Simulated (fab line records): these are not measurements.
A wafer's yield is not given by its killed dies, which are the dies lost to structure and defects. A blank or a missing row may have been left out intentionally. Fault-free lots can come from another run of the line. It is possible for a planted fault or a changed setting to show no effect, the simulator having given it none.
A struck lot beside a sound one || flow nand_harc || 15 steps out of a route of 1302
Sound: these wafers, L971.1, L971.2, L971.5. Wafers L983.2, L983.4 were the ones struck. The cause comes at the end.
Order at every step that has rows: each side's tool, ch and its chambers, its first start. Under that, the readings that differ: sound wafers || struck wafers || difference of the means || sigmas: that difference in standard deviations of wafers without a fault.
alike: a reading whose means differ by less than 2 such deviations, as well as words and numbers matching on both sides. not compared: withheld readings; readings where some wafer has no value; bounds like >300 that might hide an equal value; numbers whose values overlap and for which the record gives no deviation.
Wherever a step has rows on one side only, a row that says differs or no value, or a row with sigmas, the two part there. Non-overlapping numbers with no deviation appear without sigmas and do not part them. A reading missing from all wafers of one side parts the sides only when that side holds two or more wafers.

first, 2 steps without rows for these wafers: NHARC_A_DECK1_JOINT_ANNEAL_28 (time 1800 s); NHARC_A_DECK1_JOINT_ANNEAL_29 (time 1800 s).
NHARC_A_DECK1_JOINT_CMP_02: polishes SiOx.
  sound on cmp-03 ch 0,2, day 12 20:06; struck on cmp-02 ch 0,3, day 18 12:49
  alike: motor_current_A
next, for these wafers, 1 step has no rows: NHARC_A_DECK1_JOINT_SRD_15.
NHARC_A_DECK1_JOINT_DEP_16: deposits SiO2, target thk 45 nm.
  sound on pecvd-02 ch 0,2, day 12 20:31; struck on pecvd-03 ch 1,2, day 18 13:12
  alike: heater_power_w, throttle_valve_pct
NHARC_A_DECK1_JOINT_THK_MEAS_17: measures by ellipsometry.
  sound on film_metro-02, day 12 20:46; struck on film_metro-02, day 18 13:29
  alike: thk_nm
NHARC_A_DECK1_JOINT_INSPECT_05:
  sound on defect_inspect-02, day 12 20:48; struck on defect_inspect-01, day 18 13:31
  alike: raw_defect_count
then, 1 step without rows for these wafers: NHARC_A_ONON_D2_DEP_00 (target thk 1000 nm).
NHARC_A_ONON_D2_THK_MEAS_02: measures by ellipsometry.
  sound on film_metro-01, day 12 21:23; struck on film_metro-02, day 18 14:15
  alike: thk_nm
then, 1 step without rows for these wafers: NHARC_A_ONON_D2_DEP_03 (target thk 1000 nm).
NHARC_A_ONON_D2_THK_MEAS_05: measures by ellipsometry.
  sound on film_metro-01, day 12 21:56; struck on film_metro-02, day 18 14:49
  alike: thk_nm
NHARC_A_ONON_D2_DEP_06: target thk 1000 nm.
  sound on pecvd_onon-01 ch 0, day 12 21:59; struck on pecvd_onon-01 ch 0, day 18 14:56
NHARC_A_ONON_D2_THK_MEAS_08: measures by ellipsometry.
  sound on film_metro-02, day 12 22:30; struck on film_metro-02, day 18 15:24
{"reading": "thk_nm (nm)", "sound": "1006 1005 1005", "struck": "1335 1335", "difference": "+330", "sigmas": "+37"}
then, 1 step without rows for these wafers: NHARC_A_ONON_D2_DEP_09 (target thk 1000 nm).
-- the record jumps here: 12 days lie between the struck wafers' starts before and after (it left off in module A_ONON_D2 and takes up again in module END, whose first step shown is number 1302 of the route) --
NHARC_END_SORT_01:
  sound on prober-01 ch 0, day 25 00:06; struck on prober-02 ch 0, day 30 10:16
{"reading": "killed_at_array", "sound": "51 51 60", "struck": "672 676", "difference": "+620", "sigmas": "+30"}
{"reading": "killed_dies", "sound": "58 57 62", "struck": "677 677", "difference": "+618", "sigmas": "+29"}
  alike: killed_at_other, killed_at_periphery, killed_open, killed_short

## WHERE THEY PART
Last at NHARC_END_SORT_01 as far as this record goes, first at NHARC_A_ONON_D2_THK_MEAS_08.

WHY: what had been put in by the simulator
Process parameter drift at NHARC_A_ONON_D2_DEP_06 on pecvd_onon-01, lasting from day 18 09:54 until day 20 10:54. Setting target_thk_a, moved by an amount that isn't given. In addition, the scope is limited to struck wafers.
